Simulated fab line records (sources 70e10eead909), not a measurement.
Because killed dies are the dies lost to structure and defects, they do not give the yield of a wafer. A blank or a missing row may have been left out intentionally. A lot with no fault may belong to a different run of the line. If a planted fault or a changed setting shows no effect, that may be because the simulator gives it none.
Matching of chambers    flow nand_harc    4 sister chambers for NHARC_A_ZERO_WELL_DESCUM_12 on rie_diel-03
The step chemistry O2, time 3 s. 4 wafers are shown with their chamber, then 12 later ones without.

## EACH WAFER AND ITS CHAMBER
wafer   chamber  showerhead_plenum_p_Torr (Torr)
L080.6  2        2.03
L079.1  0        2.03
L079.2  3        1.82
L079.3  1        1.84

## WAFERS WITHOUT THEIR CHAMBER
wafer   showerhead_plenum_p_Torr (Torr)
L079.4  2.03
L079.5  1.84
L079.6  2.03
L093.1  2.02
L093.2  2.03
L093.6  2.03
L094.1  1.84
L094.3  2.03
L094.6  1.84
L096.1  1.82
L096.4  2.03
L096.5  1.84

## WHICH CHAMBER EACH WENT THROUGH
wafer   from the rows above      in truth
L079.4  can't be placed: 0 or 2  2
L079.5  1                        1
L079.6  can't be placed: 0 or 2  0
L093.1  can't be placed: 0 or 2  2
L093.2  can't be placed: 0 or 2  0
L093.6  can't be placed: 0 or 2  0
L094.1  1                        1
L094.3  can't be placed: 0 or 2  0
L094.6  1                        1
L096.1  3                        3
L096.4  can't be placed: 0 or 2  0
L096.5  1                        1
5 of 12 placed correctly. These rows do not allow placing 7 (true chamber among the candidates in 7). Placed wrongly: 0.
How it was worked out, from the rows above alone: a wafer's distance from a chamber is the root of the sum, over the readings, of the square of ((its reading less the chamber's mean) divided by the reading's scatter). The wafer belongs to the nearest chamber; if the next one is less than 2 further off, it can't be placed. The mean given for a chamber averages the wafers shown for that chamber. The scatter: with one shown wafer a chamber, the root of the mean of the squares of how far each hidden wafer lies from its nearest shown one.
